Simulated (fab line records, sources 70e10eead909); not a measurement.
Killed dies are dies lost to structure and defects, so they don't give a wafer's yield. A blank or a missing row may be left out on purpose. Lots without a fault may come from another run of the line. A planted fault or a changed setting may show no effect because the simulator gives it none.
Problem report in the 8D (eight disciplines) form, filled by code | flow nand_harc | the parts of the form that need people (team, actions taken, sign-off) are left out

1. THE PROBLEM
killed_at_periphery at NHARC_END_SORT_01 reads a mean of 61.0 on 2 wafers of 2 lots; wafers without a fault read 4.2 with a standard deviation of 2.8. That is +20 standard deviations from the usual mean.
First seen on wafer L411.6, day 32 10:09, on prober-01. The record holds 9 wafers of 3 lots with a number at this step. Rule for "out", or "out of limits": more than 4 standard deviations from the usual mean. The other wafers with a number count as sound.

2. WHAT IT IS AND WHAT IT IS NOT
question                    | is                                                  | is not
which readings at this step | killed_at_periphery, sort_bin_2_pct, sort_bin_3_pct | killed_at_array, killed_at_other, killed_open, killed_short, sort_bin_4_pct
which lots                  | L411, L412                                          | L414
which wafers of those lots  | L411.6, L412.3                                      | L411.2, L411.5, L412.2, L412.4
read on which gauges        | prober-01                                           | -
when                        | from day 32 10:09                                   | up to then (2 sound wafers); but 5 sound wafers of L412, L414 came after

3. SUSPECTS, AND WHAT RULES EACH OUT
Counting: a tool at a process step up to the reading stays a suspect if it ran every lot that is out. Sound lots after the first of them don't rule it out here, since some wafers of a struck lot are sound.
- the gauge at NHARC_END_SORT_01: kept. All the wafers that are out were read on prober-01, and no step on other tools shows them out.
- pvd_sputter-02 at NHARC_P_M1_PRE_CLEAN_30 (time 30 s): kept. It ran every lot that is out, first L411 (day 13 05:19).
Left after counting: pvd_sputter-02 at NHARC_P_M1_PRE_CLEAN_30, prober-01 at NHARC_END_SORT_01.

4. THE CAUSE (what the simulator had put in)
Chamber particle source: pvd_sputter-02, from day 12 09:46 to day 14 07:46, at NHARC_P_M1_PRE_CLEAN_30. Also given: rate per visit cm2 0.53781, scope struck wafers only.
Counting left 2 suspects, and this tool is among them.

5. THE CHAIN OF EFFECTS, in route order
Each row: a reading whose mean over the struck wafers that have a number lies more than 3 standard deviations from the usual. Only readings for which the record gives a usual standard deviation are gone through. hours: the time from each lot's start at the first step in this table that gives one to its start at this step, as a median over the lots. sigmas: the change in usual standard deviations.
hours | step              | reading              | usual  | on struck wafers | change | sigmas
0     | NHARC_END_SORT_01 | defect_limited_yield | 92.0 % | 83.0             | -9.0   | -3.4
0     | NHARC_END_SORT_01 | killed_at_periphery  | 4.2    | 61.0             | +56.8  | +20
0     | NHARC_END_SORT_01 | killed_dies          | 54     | 114              | +60    | +3.4
0     | NHARC_END_SORT_01 | sort_bin_2_pct       | 2.8 %  | 7.9              | +5.1   | +4.3
0     | NHARC_END_SORT_01 | sort_bin_3_pct       | 0.6 %  | 2.7              | +2.1   | +5.7
0     | NHARC_END_SORT_01 | sort_n_pass          | 623    | 562              | -60    | -3.4
0     | NHARC_END_SORT_01 | sort_yield_pct       | 92.0 % | 83.0             | -9.0   | -3.4

6. WHAT WOULD HAVE CAUGHT IT SOONER
In this record the first reading out of limits at a measuring or inspecting step was taken at day 32 10:09, 480 hours after the fault began at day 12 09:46.
Of the tool readings at NHARC_P_M1_PRE_CLEAN_30 for which the record gives a usual standard deviation, none was out on any struck wafer, so an alarm limit of 4 standard deviations on them would not have fired.
All the lots that are out (2) had begun NHARC_P_M1_PRE_CLEAN_30 on pvd_sputter-02 by day 32 10:09. A hold on the tool at that time would have spared none of them.
